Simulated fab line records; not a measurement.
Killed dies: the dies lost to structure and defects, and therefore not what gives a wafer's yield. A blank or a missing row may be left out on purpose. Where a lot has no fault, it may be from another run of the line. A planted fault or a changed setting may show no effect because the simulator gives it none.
fab line records	flow nand-harc
record: lots: 13	wafers: 39	last-day: 33
route steps=1302 shown P_CONTACT@249 P_M0@266
lots that met no fault: from a run of the same line without faults
start-h: hours from the record's first day to the start of the lot's first wafer shown	wait-h: hours since the lot's step before	" identical to the entry in the row above	L1.1+2: a row that stands for several wafers	- no value, or no start was given	* or withheld: withheld	< > ~ a bound
route shown NAME@n: names a module that has steps shown in the file, with the first one's number in the route	usual: mean/standard deviation of fault-free wafers	same: alike in all rows	chamber/n: place in a boat	sites: each site's reading	_std_site: standard deviation of those values	_edge_site: inner sites' mean taken away from outer sites' mean	radius-mm: how far each site lies from the wafer's centre	mask NAME#n: copy n	behind: the last tool/chamber to shape the wafer	hold: why the lot went on hold/how many hours it stayed there/how the hold came to an end	device: transistor that didn't switch, given as n, p or np	end of line: the same wafers' tests at the end of the route	for a step that has no rows: nothing shown but its recipe	killed: not the wafer's yield, but the dies lost to structure and defects at the first sort	map: dies across one wafer; x = killed, . = not, _ = none there
set.NAME: the run value of the setting; set.NAME@STEP: its run value at that earlier step	model.NAME: the simulator's own value behind a step, which no gauge read
one table for each step of the route and one row for each wafer, over a sample of lots
services: from which hour (start-h, from the record's first day; less than 0 if before it) a tool's chamber was out of use, for how many hours, and why
== steps ==
step: NHARC_P_CONTACT_CMP_24
recipe: t-overpolish-s: 30	target-thk-nm: 200
usual: motor-current-A: 12.2/1.6	overpolish-run-s: 30.001/0.0079	slurry-filter-dp-kPa: 13.48/0.15	time-to-endpoint-s: 39/3.3
same: t-overpolish-s: 30
lot.wafer	tool	chamber	start-h	wait-h	motor-current-A	overpolish-run-s	slurry-filter-dp-kPa	time-to-endpoint-s
L224.3	cmp-01	0	116.34	0.4	10.2	30.006	13.49	35
L224.2	"	2	"	"	10.4	29.992	13.50	40
L224.6	"	0	"	"	9.7	30.004	13.46	36
L225.2	cmp-04	0	129.36	0.5	14.1	30.003	13.31	41
L225.5	"	0	"	"	13.2	30.001	13.31	41
L225.6	"	1	"	"	13.0	30.004	13.44	35
L226.3	cmp-03	3	137.50	0.4	11.0	30.015	13.40	33
L226.1	"	1	"	"	15.8	29.987	13.61	39
L226.4	"	2	"	"	11.9	29.993	13.54	36
L227.1	cmp-04	2	147.49	0.6	11.9	29.990	13.51	41
L227.3	"	3	"	"	10.9	30.001	13.58	35
L227.4	"	0	"	"	14.1	29.995	13.72	38
L228.3	cmp-04	3	160.56	0.4	11.8	30.014	13.48	37
L228.2	"	1	"	"	13.3	30.006	13.55	33
L228.6	"	0	"	"	14.0	30.007	13.36	44
L230.4	cmp-04	0	184.21	0.3	14.4	30.004	13.37	45
L230.5	"	2	"	"	12.0	29.989	13.39	46
L230.6	"	3	"	"	10.9	29.990	13.35	41
L234.2	cmp-04	1	226.76	0.5	12.7	30.002	13.51	36
L234.1	"	2	"	"	12.0	29.991	13.04	42
L234.6	"	0	"	"	13.7	30.004	13.47	42
L241.1	cmp-01	2	289.47	0.5	10.6	29.993	13.75	42
L241.4	"	3	"	"	11.1	30.011	13.65	42
L241.5	"	1	"	"	13.4	30.009	13.47	39
L242.4	cmp-01	0	304.31	0.4	9.6	29.992	13.50	37
L242.3	"	2	"	"	10.2	30.000	13.23	41
L242.6	"	0	"	"	10.5	30.014	13.66	40
L243.4	cmp-01	3	315.94	0.3	11.2	29.992	13.65	43
L243.2	"	0	"	"	9.6	29.996	13.39	37
L243.5	"	2	"	"	10.4	30.016	13.34	44
L244.4	cmp-01	1	326.44	0.4	13.3	29.990	13.56	39
L244.5	"	3	"	"	11.0	30.006	13.48	41
L244.6	"	0	"	"	10.6	30.003	13.36	36
L245.4	cmp-01	2	328.64	0.4	11.0	30.006	13.56	48
L245.3	"	0	"	"	10.2	29.997	13.68	41
L245.2	"	1	"	"	13.0	29.997	13.68	45
L246.4	cmp-04	3	345.82	0.4	11.2	29.991	13.45	36
L246.6	"	3	"	"	10.8	29.998	13.39	38
L246.5	"	0	"	"	13.7	29.999	13.62	41
step: NHARC_P_M0_DESCUM_14
recipe: time-s: 3	o2-flow-sccm: 200	ar-flow-sccm: 0	bias-power-w: 0	chemistry: O2
usual: drypump-motor-current-A: 5.8/0.46	o2-flow-sccm: 200.1/0.61	oes-product-au: 0.996/0.014	rf-vpp-V: 57.7/0.95	showerhead-plenum-p-Torr: 1.88/0.058	throttle-valve-pct: 11.311/0.009
same: time-s: 3
lot.wafer	tool	chamber	start-h	wait-h	drypump-motor-current-A	o2-flow-sccm	oes-product-au	rf-hours-counter-h	rf-vpp-V	showerhead-plenum-p-Torr	throttle-valve-pct
L224.3	rie-diel-13	2	117.85	0.1	5.7	198.9	0.992	42	56.3	1.80	11.305
L224.2	"	0	"	"	4.7	199.4	1.019	38	58.8	2.01	11.311
L224.6	"	0	"	"	4.7	200.8	1.004	-	58.3	2.01	11.309
L225.2	rie-diel-13	3	130.86	0.1	5.8	201.5	1.015	33	58.7	1.91	11.316
L225.5	"	1	"	"	6.2	201.0	0.989	-	57.7	1.85	11.320
L225.6	"	2	"	"	5.7	201.1	0.980	-	57.4	1.79	11.302
L226.4	rie-diel-07	3	138.88	0.1	6.1	199.4	0.982	3	57.2	1.80	11.315
L226.3	"	0	"	"	6.6	200.1	0.993	4	58.1	1.85	11.309
L226.1	"	1	"	"	5.5	199.4	1.007	4	58.2	1.92	11.320
L227.3	rie-diel-07	0	148.97	0.1	6.6	200.1	0.983	8	57.7	1.85	11.318
L227.1	"	1	"	"	5.5	199.7	1.005	8	58.8	1.92	11.300
L227.4	"	3	"	"	6.1	199.8	0.972	-	57.4	1.80	11.325
L228.2	rie-diel-07	2	161.93	0.1	5.9	199.1	0.982	4	59.2	1.92	11.312
L228.3	"	0	"	"	6.6	200.4	1.001	10	56.2	1.85	11.308
L228.6	"	3	"	"	6.1	200.0	1.006	-	56.6	1.80	11.315
L230.4	rie-diel-07	1	185.56	0.1	5.6	200.4	0.994	15	56.7	1.92	11.318
L230.5	"	3	"	"	6.1	200.3	0.987	-	58.6	1.80	11.324
L230.6	"	0	"	"	6.6	200.2	0.985	-	58.0	1.85	11.317
L234.1	rie-diel-04	3	228.23	0.1	5.4	199.1	1.020	15	57.2	1.83	11.291
L234.2	"	0	"	"	6.0	200.1	0.987	16	57.9	1.95	11.308
L234.6	"	2	"	"	5.1	201.7	1.025	-	57.3	1.94	11.315
L241.1	rie-diel-07	3	290.95	0.1	6.1	200.8	0.996	31	55.6	1.79	11.318
L241.4	"	3	"	"	6.1	200.3	1.006	-	58.6	1.79	11.308
L241.5	"	0	"	"	6.6	201.1	0.996	-	57.0	1.84	11.310
L242.3	rie-diel-07	1	305.81	0.1	5.5	199.5	1.023	1	58.1	1.91	11.323
L242.4	"	2	"	"	5.9	201.0	0.977	1	56.6	1.92	11.307
L242.6	"	1	"	"	5.5	199.4	1.016	-	57.8	1.91	11.309
L243.4	rie-diel-13	1	317.42	0.1	6.1	200.0	0.999	42	57.1	1.84	11.303
L243.2	"	2	"	"	5.7	199.6	1.004	39	56.6	1.78	11.308
L243.5	"	1	"	"	6.2	199.6	0.997	-	57.4	1.84	11.315
L244.4	rie-diel-07	1	327.91	0.1	5.6	199.2	0.995	4	59.5	1.91	11.326
L244.6	"	1	"	"	5.5	199.4	0.994	-	56.9	1.91	11.303
L244.5	"	2	"	"	5.9	199.9	0.989	-	56.1	1.91	11.299
L245.2	rie-diel-07	3	330.02	0.1	6.1	200.5	0.994	5	57.4	1.79	11.315
L245.4	"	0	"	"	6.6	200.8	0.985	5	57.8	1.84	11.303
L245.3	"	1	"	"	5.6	200.2	1.001	6	58.5	1.91	11.314
L246.4	rie-diel-07	1	347.33	0.1	5.6	200.8	0.999	10	58.2	1.91	11.321
L246.5	"	3	"	"	6.1	200.1	0.988	-	56.0	1.79	11.309
L246.6	"	0	"	"	6.6	199.7	0.988	-	56.4	1.84	11.299
step: NHARC_P_M0_ETCH_34
recipe: target-depth-a: 400	overetch-a: 120	time-s: 43.94	ion-energy-ev: 200	n2-flow-sccm: 150	h2-flow-sccm: 150	ar-flow-sccm: 0	rf-w: 400	bias-w: 150	chemistry: N2/H2
usual: drypump-motor-current-A: 5.9/0.46	oes-product-au: 0.997/0.014	rf-vpp-V: 429.5/1.9	showerhead-plenum-p-Torr: 2.00/0.063	throttle-valve-pct: 14.173/0.0084
same: time-s: 43.94
lot.wafer	tool	chamber	start-h	wait-h	drypump-motor-current-A	oes-product-au	rf-hours-counter-h	rf-vpp-V	showerhead-plenum-p-Torr	throttle-valve-pct
L224.2	rie-diel-13	2	117.94	0.1	5.7	0.975	42	428.3	1.91	14.180
L224.3	"	0	"	"	4.7	1.034	38	432.9	2.15	14.179
L224.6	"	2	"	"	5.7	0.977	-	427.2	1.91	14.169
L225.2	rie-diel-13	3	130.93	0.1	5.9	1.021	33	431.1	2.03	14.180
L225.5	"	3	"	"	5.9	1.014	-	431.6	2.03	14.178
L225.6	"	0	"	"	4.7	1.008	-	433.2	2.15	14.176
L226.1	rie-diel-07	3	138.96	0.1	6.1	0.981	3	428.0	1.92	14.179
L226.3	"	0	"	"	6.6	0.985	4	429.1	1.97	14.191
L226.4	"	1	"	"	5.6	1.010	4	430.9	2.05	14.163
L227.1	rie-diel-07	3	149.06	0.1	6.1	0.992	7	427.1	1.92	14.182
L227.3	"	0	"	"	6.6	0.987	8	429.1	1.97	14.171
L227.4	"	3	"	"	6.1	0.985	-	427.8	1.92	14.166
L228.3	rie-diel-07	0	162.02	0.1	6.6	0.978	10	428.8	1.97	14.175
L228.2	"	2	"	"	5.9	0.981	4	430.6	2.05	14.166
L228.6	"	3	"	"	6.1	0.990	-	427.1	1.92	14.164
L230.4	rie-diel-07	1	185.63	0.1	5.6	1.010	15	431.2	2.04	14.177
L230.6	"	1	"	"	5.6	1.004	-	431.0	2.04	14.159
L230.5	"	2	"	"	5.9	0.993	-	430.0	2.05	14.177
L234.1	rie-diel-04	1	228.31	0.1	5.5	0.992	15	429.7	2.01	14.172
L234.2	"	3	"	"	5.4	1.023	15	428.8	1.94	14.169
L234.6	"	1	"	"	5.5	1.004	-	429.6	2.01	14.150
L241.1	rie-diel-07	2	291.05	0.1	5.9	0.976	24	429.9	2.04	14.182
L241.5	"	3	"	"	6.1	0.995	-	426.9	1.91	14.172
L241.4	"	2	"	"	6.0	0.976	-	432.5	2.04	14.189
L242.4	rie-diel-07	0	305.89	0.1	6.6	0.982	1	427.8	1.96	14.170
L242.3	"	3	"	"	6.1	0.985	1	426.6	1.91	14.176
L242.6	"	0	"	"	6.6	0.973	-	429.6	1.96	14.175
L243.4	rie-diel-13	2	317.54	0.1	5.7	1.018	39	425.7	1.89	14.171
L243.2	"	1	"	"	6.2	0.993	42	428.8	1.95	14.173
L243.5	"	2	"	"	5.7	1.019	-	425.4	1.89	14.176
L244.4	rie-diel-07	3	328.02	0.1	6.1	0.976	4	425.6	1.91	14.175
L244.5	"	0	"	"	6.6	0.981	-	428.0	1.96	14.171
L244.6	"	1	"	"	5.5	0.996	-	432.9	2.04	14.175
L245.4	rie-diel-07	3	330.10	0.1	6.1	0.986	5	426.7	1.91	14.182
L245.2	"	1	"	"	5.6	1.000	6	429.5	2.04	14.165
L245.3	"	2	"	"	5.9	0.989	6	430.7	2.04	14.177
L246.4	rie-diel-07	0	347.42	0.1	6.6	0.974	11	427.8	1.96	14.182
L246.5	"	1	"	"	5.5	0.999	-	430.3	2.03	14.175
L246.6	"	2	"	"	5.9	0.982	-	429.8	2.04	14.188
step: NHARC_P_M0_ECD_22
recipe: target-thk-a: 4000	bath-temp-c: 25	material: Cu
lot.wafer	tool	chamber	start-h	wait-h
L224.2+3+6	ecd-cu-01	0,1,0	119.27	-
L225.2+6+5	ecd-cu-01	0,1,0	132.17	-
L226.1+4+3	ecd-cu-02	1,0,1	140.22	-
L227.1+3+4	ecd-cu-02	0,0,1	150.34	-
L228.2+3+6	ecd-cu-02	0,1,0	163.34	-
L230.4+5+6	ecd-cu-01	1,1,0	186.92	-
L234.1+2+6	ecd-cu-01	1,0,0	229.50	-
L241.1+4+5	ecd-cu-01	1,0,1	292.36	-
L242.3+4+6	ecd-cu-01	1,0,0	307.23	-
L243.2+4+5	ecd-cu-01	0	318.86	-
L244.4+5+6	ecd-cu-01	0,1,0	329.35	-
L245.2+4+3	ecd-cu-01	0,0,1	331.30	-
L246.4+5+6	ecd-cu-02	0,1,0	348.74	-
step: NHARC_P_M0_CMP_23
recipe: t-overpolish-s: 20	target-thk-nm: 117.54
usual: motor-current-A: 11.6/1.4	slurry-filter-dp-kPa: 13.51/0.12	time-to-endpoint-s: 29/3.1
same: t-overpolish-s: 20
lot.wafer	tool	chamber	start-h	wait-h	motor-current-A	slurry-filter-dp-kPa	time-to-endpoint-s
L224.3	cmp-02	2	120.05	-	10.1	13.38	33
L224.2	"	3	"	"	11.8	13.58	27
L224.6	"	0	"	"	10.2	13.63	26
L225.2	cmp-02	1	132.87	-	13.0	13.40	34
L225.6	"	0	"	"	10.8	13.43	28
L225.5	"	1	"	"	13.4	13.51	36
L226.3	cmp-01	2	140.97	-	10.6	13.29	25
L226.1	"	3	"	"	11.8	13.44	26
L226.4	"	0	"	"	10.2	13.63	19
L227.4	cmp-02	2	151.07	-	10.4	13.52	32
L227.3	"	0	"	"	10.3	13.40	27
L227.1	"	1	"	"	12.3	13.39	31
L228.3	cmp-02	3	164.07	-	11.5	13.43	25
L228.2	"	2	"	"	10.4	13.48	32
L228.6	"	0	"	"	10.4	13.36	27
L230.4	cmp-02	2	187.59	-	10.4	13.49	35
L230.5	"	0	"	"	10.4	13.55	30
L230.6	"	1	"	"	13.7	13.68	32
L234.1	cmp-02	3	230.25	-	11.8	13.46	28
L234.2	"	1	"	"	12.3	13.70	8
L234.6	"	3	"	"	11.8	13.47	26
L241.1	cmp-01	2	293.09	-	10.6	13.63	35
L241.4	"	3	"	"	11.6	13.54	34
L241.5	"	1	"	"	13.5	13.64	31
L242.4	cmp-01	0	307.88	-	9.7	13.61	25
L242.3	"	2	"	"	10.3	13.39	32
L242.6	"	3	"	"	11.3	13.53	30
L243.2	cmp-01	2	319.56	-	10.7	13.55	28
L243.4	"	0	"	"	9.7	13.60	26
L243.5	"	2	"	"	11.3	13.48	30
L244.4	cmp-02	0	329.92	-	10.2	13.73	28
L244.5	"	0	"	"	10.4	13.58	28
L244.6	"	1	"	"	12.9	13.51	33
L245.2	cmp-03	1	332.04	-	15.9	13.57	30
L245.4	"	2	"	"	11.0	13.47	27
L245.3	"	0	"	"	13.6	13.62	28
L246.4	cmp-03	2	349.35	-	11.4	13.24	26
L246.5	"	1	"	"	15.0	13.59	26
L246.6	"	2	"	"	12.2	13.56	23
== services ==
tool	chamber	start-h	hours	kind
cmp-04	-	102.61	2.1	repair
rie-diel-13	3	106.02	23.5	repair
rie-diel-07	0	109.42	5.6	repair
rie-diel-07	-	117.20	9.0	pm
rie-diel-07	2	128.31	4.4	repair
cmp-02	-	134.58	4.0	pm
rie-diel-07	2	141.95	7.5	repair
ecd-cu-01	-	160.00	8.0	pm
cmp-02	-	185.42	1.9	repair
cmp-01	-	185.64	4.0	pm
cmp-01	-	201.67	2.5	repair
rie-diel-07	2	207.97	4.9	repair
cmp-01	-	208.03	2.3	repair
cmp-02	-	232.58	4.0	pm
cmp-01	-	251.69	4.4	repair
ecd-cu-01	-	280.36	1.2	repair
cmp-01	-	283.64	4.0	pm
rie-diel-07	1	286.07	9.1	repair
rie-diel-07	-	294.20	9.0	pm
cmp-01	-	310.13	2.1	repair
cmp-02	-	330.58	4.0	pm
cmp-01	-	331.48	0.7	repair
rie-diel-07	3	333.76	4.4	repair
ecd-cu-01	-	336.00	8.0	pm
== key ==
first-sign: step: NHARC_P_M0_CMP_23	reading: time-to-endpoint-s	direction: down	sigmas: 6.5	usual: *	struck: *
effect none on later readings
met-at NHARC_P_M0_ECD_22
struck-lots L234
struck-wafers L234.2
later-rows-left-out L234.2
sort-left-out L234.2
not-acting-at NHARC_P_CONTACT_CMP_24,NHARC_P_M0_DESCUM_14,NHARC_P_M0_ETCH_34
onset-between 186.92 229.50
fault: kind: process-parameter-drift	tool: ecd-cu-01	chamber: -	onset-h: 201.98	steps: NHARC_P_M0_ECD_22	channel: target-thk-a	offset: *	shape: step	end-h: 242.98	scope: struck-wafers-only	acts-in: *	stated: *
sort-left-out: the simulated sort isn't trusted on such a fault, so these wafers' sort isn't shown, and their yield isn't known
later-rows-left-out: the simulator's readings of these wafers behind a module that went badly wrong aren't trusted and aren't shown, but for the sort
